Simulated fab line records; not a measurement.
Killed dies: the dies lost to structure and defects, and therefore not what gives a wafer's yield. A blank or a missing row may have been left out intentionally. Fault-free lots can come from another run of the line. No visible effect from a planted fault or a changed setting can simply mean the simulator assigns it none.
Matching of chambers | flow n5-finfet | N5_HKMG_FIN_ALD_71 on ald-metal-02: 4 sister chambers
The step deposits TiN, target thk 1 nm, pulse time 1 s, purge time 3 s. 36 wafers are shown with their chamber, then 12 later ones without.

## WAFERS WITH THEIR CHAMBER
wafer  | chamber | heater-power-w (W) | precursor-pulse-height-rel
L074.1 | 3       | 862                | 1.020
L074.2 | 2       | 934                | 1.012
L074.3 | 1       | 864                | 0.980
L076.1 | 0       | 1057               | 0.998
L076.5 | 0       | 1051               | 1.010
L076.6 | 3       | 880                | 1.020
L080.1 | 3       | 866                | 0.981
L080.2 | 2       | 906                | 1.011
L080.6 | 0       | 1057               | 1.017
L082.1 | 1       | 872                | 0.998
L082.2 | 2       | 929                | 0.972
L082.6 | 3       | 864                | 1.015
L083.1 | 2       | 922                | 1.012
L083.2 | 1       | 871                | 1.004
L083.3 | 0       | 1065               | 0.970
L083.4 | 3       | 902                | 0.982
L083.5 | 0       | 1060               | 1.009
L083.6 | 1       | 868                | 0.996
L084.1 | 3       | 866                | 0.992
L084.2 | 1       | 877                | 1.016
L084.3 | 0       | 1036               | 1.026
L084.4 | 2       | 930                | 1.002
L084.5 | 1       | 875                | 1.020
L084.6 | 0       | 1047               | 1.015
L085.1 | 3       | 871                | 1.031
L085.2 | 2       | 939                | 1.014
L085.3 | 1       | 851                | 0.994
L085.4 | 0       | 1031               | 1.039
L085.5 | 0       | 1062               | 0.983
L085.6 | 3       | 884                | 1.003
L089.1 | 3       | 863                | 0.989
L089.2 | 1       | 860                | 0.971
L089.5 | 3       | 873                | 0.983
L091.1 | 2       | 918                | 0.979
L091.2 | 3       | 866                | 0.975
L091.3 | 0       | 1068               | 1.011

SIGNATURES (averages over the wafers above)
reading                    | chamber 0 | chamber 1 | chamber 2 | chamber 3 | scatter within a chamber
heater-power-w             | 1053.40   | 867.25    | 925.43    | 872.45    | 11.3
precursor-pulse-height-rel | 1.00780   | 0.99738   | 1.00029   | 0.99918   | 0.0186
Rule: distance of a wafer from a chamber = root of the sum over the readings of ((wafer's reading minus chamber's mean) / reading's scatter) squared. If the next closest chamber is less than 2 further off than the closest, the wafer can't be placed; otherwise it belongs to the closest. The scatter is the square root of a quotient: the sum, over the shown wafers, of each reading's squared deviation from its chamber's mean, divided by wafers minus chambers.

## WAFERS MISSING THEIR CHAMBER
wafer  | heater-power-w (W) | precursor-pulse-height-rel
L091.4 | 890                | 1.017
L091.5 | 866                | 0.986
L091.6 | 1057               | 1.018
L092.1 | 868                | 0.968
L092.3 | 1033               | 0.981
L092.5 | 875                | 0.978
L094.1 | 869                | 0.994
L094.2 | 1056               | 0.987
L094.4 | 941                | 0.995
L096.1 | 863                | 1.002
L096.2 | 926                | 0.996
L096.3 | 1075               | 1.023

## WHICH CHAMBER EACH WENT THROUGH
wafer  | from the rows above          | in truth
L091.4 | can't be placed: 3 or 1 or 2 | 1
L091.5 | can't be placed: 1 or 3      | 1
L091.6 | 0                            | 0
L092.1 | can't be placed: 1 or 3      | 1
L092.3 | 0                            | 0
L092.5 | can't be placed: 3 or 1      | 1
L094.1 | can't be placed: 1 or 3      | 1
L094.2 | 0                            | 0
L094.4 | 2                            | 2
L096.1 | can't be placed: 1 or 3      | 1
L096.2 | 2                            | 2
L096.3 | 0                            | 0
Correct placement for 6 of the 12. Can't be placed from these rows: 6 (the true chamber is among the candidates in 6). Wrongly placed: 0.
